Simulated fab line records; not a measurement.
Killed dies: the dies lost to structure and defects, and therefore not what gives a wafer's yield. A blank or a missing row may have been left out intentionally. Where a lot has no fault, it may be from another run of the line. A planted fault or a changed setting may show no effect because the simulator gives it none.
A struck lot beside a sound one || flow n5_finfet || 38 steps out of a route of 1938
Sound: the wafers L630.2, L630.3, L630.5. Struck: wafers L621.1, L621.2, L621.6. The cause is named last.
Each step with rows lists, per side, the tool, then ch with its chambers, then its first start. Under that, the readings that differ: sound wafers || struck wafers || difference of the means || sigmas: that difference in standard deviations of wafers without a fault.
alike: words and numbers the same on both sides, and readings whose means are apart by under 2 such deviations; not compared: readings that were withheld, readings missing a value for some wafer, numbers with overlapping values and no deviation given by the record, and bounds like >300 which may hide the same value.
A row with sigmas, a row that says differs or no value, or rows on one side alone: a step with any of these is where the two part. Non-overlapping numbers with no deviation appear without sigmas and do not part them. A reading missing from all wafers of one side parts the sides only when that side holds two or more wafers.

first, 9 steps without rows for these wafers: N5_BEOL_M1_ANNEAL_95 (time 240 s); N5_BEOL_M1_SPUTTER_96 (material Cu, target thk 4.5 nm, time 8.29 s); N5_BEOL_M1_ECD_50 (material Cu, target thk 300 nm); N5_BEOL_M1_ANNEAL_51 (time 90 s); N5_BEOL_M1_CMP_52 (polishes, stops on SiOC, t overpolish 6.8 s, target thk 40 nm); N5_BEOL_M1_PRE_CLEAN_60 (time 15 s); N5_BEOL_M1_CO_CAP_55 (material Co, precursor CCTBA/H2, target thk 2 nm, time 102.1 s); N5_BEOL_M1_PRE_CLEAN_56 (time 15 s); N5_BEOL_M1_DEP_57 (deposits SiCN from 3MS/NH3, target thk 8 nm, time 14 s).
N5_BEOL_M2_ILD_DEP_00: deposits SiOC from DEMS/O2, target thk 79 nm, time 15.3 s.
  sound on pecvd-02 ch 0,1, day 11 09:27; struck on pecvd-03 ch 1,2, day 9 22:00
  alike: heater_power_w, showerhead_plenum_p_Torr, showerhead_vpp_V, susceptor_temp_C, throttle_valve_pct
  not compared: since_wet_clean_h
N5_BEOL_M2_THK_MEAS_01:
  sound: film_metro-01 at day 11 09:31; struck: film_metro-02 at day 9 22:05
{"reading": "M2_ILD_THK (nm)", "sound": "78.6 78.6 80.3", "struck": "155.3 153.9 155.7", "difference": "+75.8", "sigmas": "+69"}
then, 24 steps without rows for these wafers: N5_BEOL_M2_PECVD_72 (deposits SiO2 from TEOS/O2, target thk 16 nm, time 18 s); N5_BEOL_M2_HM_DEP_02 (deposits TiN, target thk 20 nm); N5_BEOL_M2_COAT_61 (time 60 s, resist thk 60 nm); N5_BEOL_M2_COAT_62 (time 60 s, resist thk 12 nm); N5_BEOL_M2_COAT_73 (time 60 s, resist thk 5 nm); N5_BEOL_M2_COAT_05 (resist thk 30 nm); N5_BEOL_M2_EBR_07; N5_BEOL_M2_SOFTBAKE_06 (time 60 s); N5_BEOL_M2_EXPOSE_08 (exposes mask M2); N5_BEOL_M2_PEB_09 (peb time 60 s); N5_BEOL_M2_DEVELOP_10 (develop time 30 s); N5_BEOL_M2_DESCUM_16 (chemistry O2, time 7 s); N5_BEOL_M2_ETCH_74 (etches underlayer in N2/H2, target depth 6.5 nm, time 5.2 s); N5_BEOL_M2_ETCH_63 (etches SiARC in CF4, target depth 15.6 nm, time 26 s); N5_BEOL_M2_ETCH_64 (etches SOC in N2/H2, target depth 75 nm, overetch 22.5 nm, time 121.9 s); N5_BEOL_M2_STRIP_65 (strips in N2/H2); N5_BEOL_M2_STRIP_75 (strips in N2/H2); N5_BEOL_M2_STRIP_66 (strips in CF4); N5_BEOL_M2_HM_OPEN_17 (chemistry Cl2/BCl3, target TiN, target depth 20 nm, overetch 6 nm); N5_BEOL_M2_STRIP_19 (strips in O2); N5_BEOL_M2_COAT_67 (time 60 s, resist thk 60 nm); N5_BEOL_M2_COAT_68 (time 60 s, resist thk 12 nm); N5_BEOL_M2_COAT_76 (time 60 s, resist thk 5 nm); N5_BEOL_M2_COAT_22 (resist thk 30 nm).
N5_BEOL_M2_CMP_52: polishes, stops on SiOC, t overpolish 6.8 s, target thk 40 nm.
  sound on cmp-02 ch 0,3, day 12 13:07; struck on cmp-01 ch 1,2, day 10 12:03
{"reading": "barrier_field_endpoint_s (s)", "sound": "24.9 25.6 26.7", "struck": "23.1 24.0 24.0", "difference": -2.0, "sigmas": -3}
{"reading": "model.SiOC_of_BEOL_M2_ILD_DEP_00.thk_nm (nm)", "sound": "75.6 75.6 77.4", "struck": "152.4 151 152.8", "difference": "+75.9", "sigmas": ""}
  alike: clearing_platen_down_force_psi, motor_current_A, overpolish_run_s, time_to_endpoint_s
N5_BEOL_M4_RC_MEAS_101:
  the record has rows for the sound wafers here (prober-01 ch 0, day 13 22:40) and none for the struck ones
-- record jumps: 7 days separate the struck wafers' starts on either side; left off in module BEOL_M4, taken up again in module PASSIVATION, whose first shown step is the route's number 1936 --
N5_PASSIVATION_PROBE_49:
  sound: prober-01 at day 18 16:10; struck: prober-01 at day 17 00:19
{"reading": "defect_limited_yield (%)", "sound": "89.7 89.3 90.8", "struck": "0 0 0", "difference": -90, "sigmas": -64}
{"reading": "killed_at_M0_to_M3", "sound": "39 39 35", "struck": "1090 1115 1119", "difference": "+1070", "sigmas": "+97"}
{"reading": "killed_at_contacts", "sound": "6 14 10", "struck": "32 26 24", "difference": "+17", "sigmas": "+2"}
{"reading": "killed_at_front_end", "sound": "63 47 47", "struck": "31 26 19", "difference": -27, "sigmas": -2}
{"reading": "killed_dies", "sound": "122 126 108", "struck": "1180 1180 1180", "difference": "+1061", "sigmas": "+62"}
{"reading": "killed_on_rim", "sound": "13 16 22", "struck": "152 152 152", "difference": "+135", "sigmas": "+33"}
{"reading": "sort_bin_5_function (%)", "sound": "6.6 6.1 4.9", "struck": "95.8 96.4 96.3", "difference": "+90.3", "sigmas": "+99 or more"}
{"reading": "sort_n_pass", "sound": "1058 1054 1072", "struck": "0 0 0", "difference": -1061, "sigmas": -62}
{"reading": "sort_yield_pct (%)", "sound": "89.7 89.3 90.8", "struck": "0 0 0", "difference": -90, "sigmas": -64}
  alike: killed_at_M4_up, killed_at_other, killed_open, killed_short, sort_bin_6_memory

## WHERE THEY PART
Earliest at N5_BEOL_M2_THK_MEAS_01; latest, in this record, at N5_PASSIVATION_PROBE_49.

WHY: what the simulator had put in
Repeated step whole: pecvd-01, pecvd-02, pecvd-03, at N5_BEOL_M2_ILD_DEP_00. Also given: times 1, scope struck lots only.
